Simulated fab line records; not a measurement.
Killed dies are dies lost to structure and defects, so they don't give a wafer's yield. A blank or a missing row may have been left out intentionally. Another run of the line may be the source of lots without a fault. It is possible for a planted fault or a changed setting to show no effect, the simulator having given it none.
Chamber matching ; flow n5Finfet ; N5_BEOL_M15_CMP_49 on cmp-04 has 4 sister chambers
The step polishes, stops on SiO2, t overpolish 4.9 s, target thk 850 nm. 8 wafers are shown with their chamber, then 7 later ones without.

== EACH WAFER AND ITS CHAMBER ==
wafer;chamber;motorCurrentA (A);barrierFieldEndpointS (s)
L076.4;3;7.4;11.67
L078.2;0;6.6;11.55
L078.4;3;7.3;11.43
L080.1;2;6.9;11.53
L080.4;1;8.4;12.01
L080.6;1;8.9;12.09
L086.1;2;6.7;11.47
L086.2;0;7.2;11.63

== WAFERS MISSING THEIR CHAMBER ==
wafer;motorCurrentA (A);barrierFieldEndpointS (s)
L086.4;7.5;11.49
L090.2;7.5;11.71
L090.3;6.8;11.43
L090.4;7.3;11.18
L092.2;7.0;11.24
L092.5;7.3;11.25
L092.6;7.0;11.29

== WHICH CHAMBER EACH ONE RAN IN ==
wafer;from the rows above;in truth
L086.4;can't be placed: 3 or 0 or 2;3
L090.2;can't be placed: 3 or 0 or 2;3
L090.3;can't be placed: 2 or 0 or 3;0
L090.4;can't be placed: 2 or 3 or 0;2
L092.2;can't be placed: 2 or 3 or 0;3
L092.5;can't be placed: 3 or 2 or 0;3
L092.6;can't be placed: 2 or 3 or 0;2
Correctly placed: 0 of 7. Can't be placed from these rows: 7 (the true chamber is among the candidates in 7). Placed wrongly: 0.
How it was worked out, from the rows above alone: a wafer's distance from a chamber is the root of the sum, over the readings, of the square of ((its reading less the chamber's mean) divided by the reading's scatter). If the next closest chamber is less than 2 further off than the closest, the wafer can't be placed; otherwise it belongs to the closest. For every chamber, the mean is computed from those of its wafers that are shown. How the scatter is found: for the shown wafers, subtract from each reading the mean of its chamber, square and add these, divide the total by (wafers less chambers), then take the root.
